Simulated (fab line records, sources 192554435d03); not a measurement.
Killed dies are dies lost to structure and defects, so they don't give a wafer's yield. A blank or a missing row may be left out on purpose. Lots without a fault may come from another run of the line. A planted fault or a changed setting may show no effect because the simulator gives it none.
fab line records | flow n5_finfet
record lots=9 wafers=27 last_day=18
route steps=1938 shown GATE_CUT@500 MOL_CONTACT_COAG@523 BEOL_M4@1111 PASSIVATION@1936
lots that met no fault: from a run of the same line without faults
start_h: hours from the record's first day to the start of the lot's first wafer shown | wait_h: hours since the lot's step before | " the same as in the row above | L1.1+2: a row that stands for several wafers | - no value, or no start given | * or withheld: withheld | < > ~ a bound
route shown NAME@n: a module of which the file shows steps, and the number in the route of the first | usual: mean/standard deviation of fault-free wafers | same: alike in all rows | chamber/n: place in a boat | sites: the reading at each site | _std_site: their standard deviation | _edge_site: outer sites' mean less inner sites' | radius_mm: how far each site lies from the wafer's centre | mask NAME#n: copy n | behind: the tool/chamber that last shaped the wafer | hold: why the lot was held/for how many hours/how that ended | device: the transistor (n, p or np) that didn't switch | end of line: the same wafers' tests at the end of the route | a step without rows: its recipe alone | killed: dies lost to structure and defects at the first sort, not the wafer's yield | map: a wafer's dies, x killed, . not, _ none there
set.NAME: the setting as run; set.NAME@STEP: as run at that earlier step | model.NAME: the simulator's own value behind a step, which no gauge read
steps of the route over a sample of lots; a table a step, a row a wafer
services: from which hour (start_h, from the record's first day; less than 0 if before it) a tool's chamber was out of use, for how many hours, and why
## steps
# step N5_GATE_CUT_CUT_ETCH_53
# recipe chemistry=SF6/Cl2 target=W mask_material=SiO2 target_depth_a=792 pressure_mtorr=8 icp_w=900 bias_w=80 SF6_flow_sccm=40 Cl2_flow_sccm=60 ends=cleared
# usual drypump_motor_current_A=5.5/0.34 etch_rf_on_time_s=26.0/1.2 oes_product_au=0.68/0.13 throttle_valve_pct=29.1/0.4
# columns lot.wafer tool chamber start_h wait_h drypump_motor_current_A etch_rf_on_time_s oes_product_au rf_hours_counter_h throttle_valve_pct
L831.1 rie_metal-02 1 116.34 0.1 5.5 25.6 0.56 124 28.9
L831.3 " 0 " " 4.9 27.3 0.55 - 29.2
L831.4 " 1 " " 5.5 25.5 0.57 - 28.9
L833.2 rie_metal-03 1 126.47 0.1 5.9 26.6 0.72 32 29.6
L833.3 " 0 " " 5.7 25.6 0.67 - 29.2
L833.6 " 0 " " 5.7 25.2 0.68 - 29.2
L834.1 rie_metal-01 0 134.19 0.1 5.5 26.6 0.83 2 29.5
L834.4 " 0 " " 5.4 26.5 0.84 - 29.5
L834.5 " 0 " " 5.4 26.7 0.84 - 29.5
L835.3 rie_metal-02 0 136.54 0.1 4.9 26.9 0.55 - 29.2
L835.5 " 0 " " 4.9 27.0 0.55 - 29.2
L835.6 " 1 " " 5.5 25.3 0.56 - 28.9
L840.1 rie_metal-01 1 169.41 0.1 5.6 23.7 0.88 10 28.3
L840.2 " 0 " " 5.5 26.7 0.81 5 29.5
L840.5 " 0 " " 5.5 26.6 0.82 - 29.5
L843.2 rie_metal-03 1 187.50 0.1 5.9 26.3 0.72 38 29.5
L843.3 " 0 " " 5.6 25.5 0.66 - 29.2
L843.5 " 0 " " 5.6 25.4 0.67 - 29.2
L845.1 rie_metal-02 1 199.59 0.1 5.5 25.5 0.55 132 28.9
L845.2 " 0 " " 4.9 27.2 0.54 129 29.2
L845.6 " 1 " " 5.5 25.7 0.55 - 28.9
L848.1 rie_metal-01 0 217.46 0.1 5.5 26.7 0.78 10 29.5
L848.2 " 1 " " 5.6 23.6 0.86 14 28.3
L848.4 " 0 " " 5.5 26.5 0.79 - 29.6
L849.3 rie_metal-03 1 224.94 0.1 5.9 26.9 0.69 - 29.6
L849.4 " 0 " " 5.6 25.7 0.65 - 29.2
L849.6 " 1 " " 5.9 27.0 0.69 - 29.6
# step N5_GATE_CUT_VAPOR_ETCH_49
# recipe chemistry=BCl3/Cl2 target=TiAlC mode=isotropic
# usual drypump_motor_current_A=5.5/0.34 oes_product_au=0.75/0.14
# columns lot.wafer tool chamber start_h wait_h drypump_motor_current_A oes_product_au
L831.1 rie_metal-02 1 116.55 0.0 5.5 0.62
L831.3 " 0 " " 4.9 0.63
L831.4 " 1 " " 5.5 0.62
L833.2 rie_metal-03 1 126.68 0.0 5.9 0.82
L833.3 " 0 " " 5.7 0.74
L833.6 " 0 " " 5.7 0.74
L834.1 rie_metal-01 0 134.40 0.0 5.4 0.94
L834.4 " 0 " " 5.5 0.95
L834.5 " 0 " " 5.5 0.95
L835.3 rie_metal-02 0 136.74 0.0 4.9 0.63
L835.5 " 0 " " 4.9 0.63
L835.6 " 1 " " 5.5 0.61
L840.1 rie_metal-01 1 169.62 0.0 5.6 0.95
L840.2 " 0 " " 5.5 0.94
L840.5 " 0 " " 5.5 0.94
L843.2 rie_metal-03 1 187.71 0.0 5.9 0.80
L843.3 " 0 " " 5.6 0.73
L843.5 " 0 " " 5.6 0.73
L845.1 rie_metal-02 1 199.80 0.0 5.5 0.61
L845.2 " 0 " " 4.9 0.62
L845.6 " 1 " " 5.5 0.60
L848.1 rie_metal-01 0 217.67 0.0 5.5 0.89
L848.2 " 1 " " 5.7 0.93
L848.4 " 0 " " 5.5 0.89
L849.3 rie_metal-03 1 225.14 0.0 5.9 0.79
L849.4 " 0 " " 5.6 0.73
L849.6 " 1 " " 5.9 0.79
# step N5_GATE_CUT_CMP_23
# recipe stop_on=SiO2 t_overpolish_s=23.4 post_cmp_clean=alkaline_brush down_force_psi=2.5 platen_rpm=51.8 pad_velocity_m_s=1.0307 target_thk_nm=16
# usual head_pressure_psi=2.499/0.0055 motor_current_A=9.0/0.95 overpolish_run_s=23.400/0.0099 time_to_endpoint_s=19.4/2.7
# same t_overpolish_s=23.4
# columns lot.wafer tool chamber start_h wait_h head_pressure_psi motor_current_A overpolish_run_s time_to_endpoint_s
L831.4 cmp-03 0 118.28 0.8 2.504 8.5 23.413 26.3
L831.3 " 1 " " 2.502 9.1 23.383 21.1
L831.1 " 2 " " 2.496 8.0 23.400 24.8
L833.2 cmp-01 3 128.44 0.8 2.493 9.2 23.403 17.5
L833.3 " 0 " " 2.506 8.4 23.406 13.9
L833.6 " 2 " " 2.504 8.1 23.392 17.5
L834.1 cmp-03 2 136.24 0.9 2.497 8.2 23.391 20.4
L834.4 " 1 " " 2.503 9.1 23.393 16.1
L834.5 " 3 " " 2.495 9.3 23.403 19.0
L835.3 cmp-03 2 138.53 0.8 2.503 8.2 23.405 19.7
L835.6 " 0 " " 2.497 8.5 23.386 21.8
L835.5 " 1 " " 2.502 8.8 23.416 15.6
L840.2 cmp-01 3 171.35 0.8 2.506 9.6 23.383 17.6
L840.1 " 0 " " 2.492 8.9 23.403 15.9
L840.5 " 0 " " 2.501 9.1 23.394 16.5
L843.2 cmp-02 2 190.34 0.8 2.496 7.6 23.391 24.3
L843.3 " 0 " " 2.493 10.9 23.402 15.2
L843.5 " 3 " " 2.496 10.2 23.412 19.4
L845.1 cmp-03 3 201.52 0.8 2.495 9.7 23.392 18.6
L845.2 " 1 " " 2.501 9.2 23.400 15.9
L845.6 " 0 " " 2.502 8.5 23.396 21.2
L848.1 cmp-03 3 219.66 0.8 2.497 9.1 23.393 20.0
L848.2 " 1 " " 2.488 8.4 23.403 18.5
L848.4 " 2 " " 2.508 7.9 23.406 19.9
L849.4 cmp-02 3 226.86 0.8 2.493 9.9 23.398 20.2
L849.3 " 2 " " 2.494 7.5 23.383 21.9
L849.6 " 3 " " 2.498 9.3 23.403 18.7
# step N5_MOL_CONTACT_COAG_EXPOSE_05
# recipe mask_id=CA na=0.33 source_shape=annular sigma_inner=0.4 sigma_outer=0.8 polarization=unpolarized defocus_nm=0 dose_mj=38.25
# columns lot.wafer tool chamber start_h wait_h mask
L831.1+3+4 euv_scanner-02 0 119.49 - CA#0
L833.2+3+6 euv_scanner-02 0 129.74 - CA#0
L834.1+4+5 euv_scanner-02 0 137.76 - CA#0
L835.3+5+6 euv_scanner-02 0 139.67 - CA#0
L840.1+2+5 euv_scanner-01 0 172.68 - CA#0
L843.2+3+5 euv_scanner-01 0 191.55 - CA#0
L845.1+2+6 euv_scanner-01 0 202.97 - CA#0
L848.1+2+4 euv_scanner-02 0 220.99 - CA#0
L849.3+4+6 euv_scanner-02 0 228.08 - CA#0
# step N5_MOL_CONTACT_COAG_CD_MEAS_08
# recipe target_cd_nm=28 landing_energy_ev=500 detector=se_inlens polarity=opening
# usual cd_nm=27.87/0.25
# columns lot.wafer tool chamber start_h wait_h cd_nm
L831.1 cd_sem-03 0 119.62 - 28.12
L831.3 " 0 " " 28.00
L831.4 " 0 " " 28.24
L833.2 cd_sem-02 0 129.86 - 27.07
L833.3 " 0 " " 26.46
L833.6 " 0 " " 26.66
L834.1 cd_sem-03 0 137.89 - 26.03
L834.4 " 0 " " 26.18
L834.5 " 0 " " 25.80
L835.3 cd_sem-02 0 139.79 - 27.82
L835.5 " 0 " " 27.00
L835.6 " 0 " " 26.77
L840.1 cd_sem-02 0 172.80 - 27.68
L840.2 " 0 " " 27.76
L840.5 " 0 " " 28.15
L843.2 cd_sem-02 0 191.68 - 27.93
L843.3 " 0 " " 27.77
L843.5 " 0 " " 27.51
L845.1 cd_sem-01 0 203.10 - 27.88
L845.2 " 0 " " 27.32
L845.6 " 0 " " 27.47
L848.1 cd_sem-02 0 221.12 - 27.67
L848.2 " 0 " " 27.96
L848.4 " 0 " " 27.64
L849.3 cd_sem-02 0 228.20 - 27.67
L849.4 " 0 " " 26.98
L849.6 " 0 " " 27.51
# step N5_MOL_CONTACT_COAG_CD_MEAS_99
# recipe target_cd_nm=17.2 polarity=opening
# usual cd_nm=17.1/0.35
# columns lot.wafer tool chamber start_h wait_h cd_nm
L831.1 cd_sem-02 - 120.14 - 17.0
L831.3 " - " " 16.9
L831.4 " - " " 17.1
L833.2 cd_sem-02 - 130.38 - 16.9
L833.3 " - " " 15.4
L833.6 " - " " 15.0
L834.1 cd_sem-02 - 138.48 - 15.4
L834.4 " - " " 15.2
L834.5 " - " " 14.8
L835.3 cd_sem-02 - 140.34 - 16.6
L835.5 " - " " 16.6
L835.6 " - " " 16.2
L840.1 cd_sem-02 - 173.32 - 16.6
L840.2 " - " " 17.1
L840.5 " - " " 17.8
L843.2 cd_sem-02 - 192.43 - 17.3
L843.3 " - " " 17.5
L843.5 " - " " 16.9
L845.1 cd_sem-01 - 203.62 - 16.6
L845.2 " - " " 17.4
L845.6 " - " " 17.2
L848.1 cd_sem-01 - 221.87 - 16.7
L848.2 " - " " 17.4
L848.4 " - " " 17.6
L849.3 cd_sem-03 - 228.90 - 16.9
L849.4 " - " " 16.9
L849.6 " - " " 16.8
# step N5_BEOL_M4_RC_MEAS_101
# usual DIBL_N=37.0/2.3 DIBL_P=37.3/2.8 IOFF_N=0.17/0.046 IOFF_P=0.23/0.054 ION_N=675/14 ION_P=460/9.3 RC_DENSE_N=19.1/0.44 RC_DENSE_P=23.9/0.54 RC_N=15.6/0.35 RC_P=19.5/0.45 SS_N=71.7/0.73 SS_P=73.6/0.95 VT_N=249/3.9 VT_P=-250/3.9
# columns lot.wafer tool chamber start_h wait_h DIBL_N[mV/V] DIBL_P[mV/V] IOFF_N[nA/um] IOFF_P[nA/um] ION_N[uA/um] ION_P[uA/um] RC_DENSE_N[ohm.um] RC_DENSE_P[ohm.um] RC_N[ohm.um] RC_P[ohm.um] SS_N[mV/dec] SS_P[mV/dec] VT_N[mV] VT_P[mV]
L831.1 prober-01 0 201.22 0.0 36.5 38.2 0.19 0.25 691 469 19.3 24.0 15.7 19.5 72.1 73.1 246 -247
L831.3 " 0 " " 34.8 36.0 0.14 0.21 653 455 18.8 23.3 15.4 19.2 71.9 71.4 251 -248
L831.4 " 0 " " 40.1 43.2 0.28 0.37 701 483 18.9 23.6 15.5 19.2 72.7 74.5 242 -242
L833.2 prober-01 0 209.41 0.2 38.8 39.2 0.20 0.20 682 454 19.8 24.8 16.1 20.1 72.3 74.2 248 -256
L833.3 " 0 " " 38.9 40.6 0.21 0.22 687 459 21.9 27.2 17.8 22.2 72.4 74.7 246 -253
L833.6 " 0 " " 37.1 38.9 0.19 0.21 674 454 22.6 28.1 18.5 22.9 71.8 74.2 247 -255
L834.1 prober-01 0 221.92 0.0 38.9 41.4 0.20 0.29 675 465 22.3 27.7 18.1 22.5 71.3 74.8 248 -246
L834.4 " 0 " " 37.5 38.2 0.16 0.23 677 467 23.0 28.6 18.6 23.2 72.1 74.1 249 -250
L834.5 " 0 " " 38.8 40.7 0.21 0.28 685 471 23.2 29.1 18.7 23.4 72.2 74.7 248 -246
L835.3 prober-02 0 222.56 0.3 37.0 36.6 0.18 0.26 685 472 19.9 25.0 16.1 20.2 71.9 73.1 247 -245
L835.5 " 0 " " 35.7 35.0 0.15 0.23 675 467 20.4 25.4 16.4 20.4 71.5 73.0 250 -246
L835.6 " 0 " " 41.2 42.4 0.27 0.37 697 472 20.9 25.9 17.0 21.1 73.1 74.4 244 -243
L840.1 prober-01 0 280.83 0.0 34.0 32.0 0.10 0.16 656 456 19.2 24.1 15.7 19.5 70.8 72.3 256 -253
L840.2 " 0 " " 40.2 40.6 0.21 0.31 663 458 18.5 23.4 15.2 19.0 73.1 74.7 250 -247
L840.5 " 0 " " 38.4 38.3 0.18 0.26 656 453 18.6 23.4 15.2 19.0 73.0 74.2 247 -249
L843.2 prober-02 0 286.35 0.2 33.5 30.7 0.10 0.13 640 440 18.8 23.4 15.3 19.2 71.0 72.3 257 -258
L843.3 " 0 " " 36.2 35.0 0.14 0.18 664 452 18.7 23.6 15.3 19.3 71.2 73.1 250 -254
L843.5 " 0 " " 37.3 35.0 0.16 0.18 666 448 19.0 23.7 15.4 19.3 72.1 73.3 250 -253
L845.1 prober-02 0 288.93 0.0 36.2 33.2 0.15 0.18 670 456 19.5 24.5 15.9 19.8 71.6 72.5 253 -253
L845.2 " 0 " " 37.1 35.2 0.17 0.21 676 454 19.2 23.8 15.5 19.5 71.7 72.8 250 -253
L845.6 " 0 " " 35.3 33.1 0.13 0.18 677 466 19.7 25.0 16.2 20.2 70.6 73.1 252 -250
L849.3 prober-01 0 318.13 0.3 37.3 38.5 0.16 0.18 675 450 19.6 24.6 16.1 20.0 72.0 74.2 252 -257
L849.4 " 0 " " 37.0 38.7 0.17 0.18 675 449 20.4 25.5 16.5 20.6 71.9 73.9 251 -256
L849.6 " 0 " " 33.1 34.3 0.10 0.13 656 445 20.0 25.1 16.3 20.2 70.3 72.1 256 -258
L848.1 prober-02 0 319.71 0.0 37.7 38.9 0.19 0.28 670 460 19.1 24.2 15.6 19.8 72.9 73.9 249 -247
L848.2 " 0 " " 40.0 40.9 0.24 0.30 696 474 18.8 23.9 15.2 19.3 73.1 74.6 244 -245
L848.4 " 0 " " 35.8 37.0 0.15 0.23 677 471 19.0 24.2 15.5 19.6 71.6 73.2 250 -248
# step N5_PASSIVATION_PROBE_49
# usual defect_limited_yield=91.5/1.3 killed_at_M0_to_M3=36/10 killed_at_M4_up=13/4.7 killed_at_contacts=13/6.7 killed_at_front_end=37/9.7 killed_at_other=2.6/2.3 killed_dies=101/15 killed_open=67/12 killed_short=32/6.7 sort_bin_4_leakage=0.0/0.31 sort_bin_5_function=5.0/0.89 sort_bin_6_memory=3.2/0.63 sort_bin_8_speed=0.01/0.03 sort_n_pass=1079/16 sort_yield_pct=91.4/1.4
# same gross_dies=1180 killed_at_back_side=0
# columns lot.wafer tool chamber start_h wait_h defect_limited_yield[%] killed_at_M0_to_M3 killed_at_M4_up killed_at_contacts killed_at_front_end killed_at_other killed_dies killed_open killed_short sort_bin_4_leakage[%] sort_bin_5_function[%] sort_bin_6_memory[%] sort_bin_8_speed[%] sort_n_pass sort_yield_pct[%]
L833.2 prober-01 - 320.39 0.1 93.2 31 8 10 29 2 80 56 23 0 4.2 2.5 0 1100 93.2
L833.6 prober-01 - 320.59 0.3 90.8 22 10 31 43 3 109 65 35 0 5.3 3.8 0 1071 90.8
L834.1 prober-01 - 343.90 0.0 92.5 33 10 23 23 0 89 55 29 0 4.7 2.5 0 1091 92.5
L834.4 prober-01 - 344.05 0.2 91.4 36 12 31 21 2 102 57 29 0 4.7 3.3 0 1078 91.4
L834.5 prober-01 - 344.10 0.2 87.4 45 13 65 24 2 149 76 32 0 6.6 5.4 0 1031 87.4
# killed by level:class
L833.2 BEOL_M1:geometric_particle:open=10 FIN_SAQP:geometric_particle:open=8 MOL_CONTACT_COAG:geometric_particle:open=8 BEOL_M0_SAQP:geometric_particle:short=7 STI_FIN_REVEAL:geometric_particle:open=5 ILD0:geometric_particle:short=4 BEOL_M0_SAQP:geometric_particle:open=4 DUMMY_GATE:geometric_particle:open=3
L833.6 MOL_CONTACT_COAG:geometric_particle:open=18 ILD0:geometric_particle:short=9 BEOL_M3:geometric_particle:open=9 MOL_CONTACT_COAG:area_expose=8 STI_FIN_REVEAL:geometric_particle:open=6 FIN_SAQP:geometric_particle:open=5 GATE_CUT:geometric_particle:short=5 GATE_CUT:geometric_particle:open=5
L834.1 MOL_CONTACT_COAG:geometric_particle:open=14 BEOL_M0_SAQP:geometric_particle:short=10 BEOL_M0_SAQP:geometric_particle:open=7 BEOL_M3:geometric_particle:open=6 MOL_CONTACT_COAG:area_expose=5 STI_FIN_REVEAL:geometric_particle:open=4 GATE_CUT:geometric_particle:short=4 MOL_CONTACT_COAG:geometric_particle:short=4
L834.4 MOL_CONTACT_COAG:area_expose=16 MOL_CONTACT_COAG:geometric_particle:open=13 BEOL_M0_SAQP:geometric_particle:open=10 BEOL_M0_SAQP:geometric_particle:short=8 BEOL_M4:geometric_particle:open=7 DUMMY_GATE:geometric_particle:open=5 BEOL_M3:geometric_particle:open=4 BEOL_M1:geometric_particle:open=3
L834.5 MOL_CONTACT_COAG:area_expose=40 MOL_CONTACT_COAG:geometric_particle:open=22 BEOL_M0_SAQP:geometric_particle:open=13 BEOL_M0_SAQP:geometric_particle:short=11 BEOL_M3:geometric_particle:open=11 DUMMY_GATE:geometric_particle:open=4 STARTING-WAFER:geometric_particle:open=4 FIN_SAQP:geometric_particle:short=3
## services
# columns tool chamber start_h hours kind
euv_scanner-01 - 103.30 0.7 repair
euv_scanner-01 - 108.25 1.0 pm
euv_scanner-01 - 121.42 4.6 pm
cmp-01 - 132.40 5.5 pm
cmp-02 - 132.78 4.0 pm
euv_scanner-02 - 145.00 0.2 repair
euv_scanner-02 - 146.10 1.0 pm
euv_scanner-02 - 156.87 0.9 repair
euv_scanner-01 - 164.40 1.0 pm
rie_metal-01 1 176.04 4.8 repair
euv_scanner-01 - 176.14 1.4 repair
euv_scanner-01 - 182.92 0.5 repair
cmp-03 - 190.45 4.0 pm
euv_scanner-02 - 196.67 4.6 pm
cmp-01 - 198.85 1.9 repair
euv_scanner-02 - 202.25 1.0 pm
rie_metal-02 1 204.81 - clean
rie_metal-02 1 204.81 15.8 scheduled_down
rie_metal-02 1 204.81 15.8 vent_cycle
euv_scanner-01 - 204.96 12.0 pm
cmp-02 - 215.11 6.7 pm
euv_scanner-02 0 219.42 - calibration
euv_scanner-01 - 220.55 1.0 pm
rie_metal-02 0 220.62 - clean
## key
first_sign step=N5_MOL_CONTACT_COAG_CD_MEAS_08 reading=cd_nm direction=down sigmas=4.9 usual=27.87 struck=26.64 wafers_moved=8 through=control_loop
effect step=N5_MOL_CONTACT_COAG_CD_MEAS_99 reading=cd_nm direction=down sigmas=3.8 usual=17.1 struck=15.8 wafers_moved=6 through=control_loop
effect step=N5_BEOL_M4_RC_MEAS_101 reading=RC_DENSE_N direction=up sigmas=5.5 usual=19.1 struck=21.5 wafers_moved=8
effect step=N5_BEOL_M4_RC_MEAS_101 reading=RC_DENSE_P direction=up sigmas=5.4 usual=23.9 struck=26.9 wafers_moved=8
effect step=N5_BEOL_M4_RC_MEAS_101 reading=RC_N direction=up sigmas=5.3 usual=15.6 struck=17.5 wafers_moved=8
effect step=N5_BEOL_M4_RC_MEAS_101 reading=RC_P direction=up sigmas=5.1 usual=19.5 struck=21.8 wafers_moved=8
met_at N5_MOL_CONTACT_COAG_EXPOSE_05
struck_lots L833,L834,L835
loop_trim step=N5_MOL_CONTACT_COAG_EXPOSE_05 setting=dose lots=L834,L835
baseline_loss step=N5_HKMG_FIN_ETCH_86 wafers=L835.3
not_acting_at N5_GATE_CUT_CUT_ETCH_53,N5_GATE_CUT_VAPOR_ETCH_49,N5_GATE_CUT_CMP_23
onset_between 119.49 129.74
fault kind=process_parameter_drift tool=euv_scanner-02 chamber=- onset_h=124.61 steps=N5_MOL_CONTACT_COAG_EXPOSE_05 channel=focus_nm offset=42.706 spread_by_wafer=0.3 shape=step end_h=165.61
# loop_trim: a control loop set the setting to another value than it would have without faults
# baseline_loss: these wafers lose ten dies or more at that step, a loss of the line's own and not of a fault; the sort's usual values leave them out
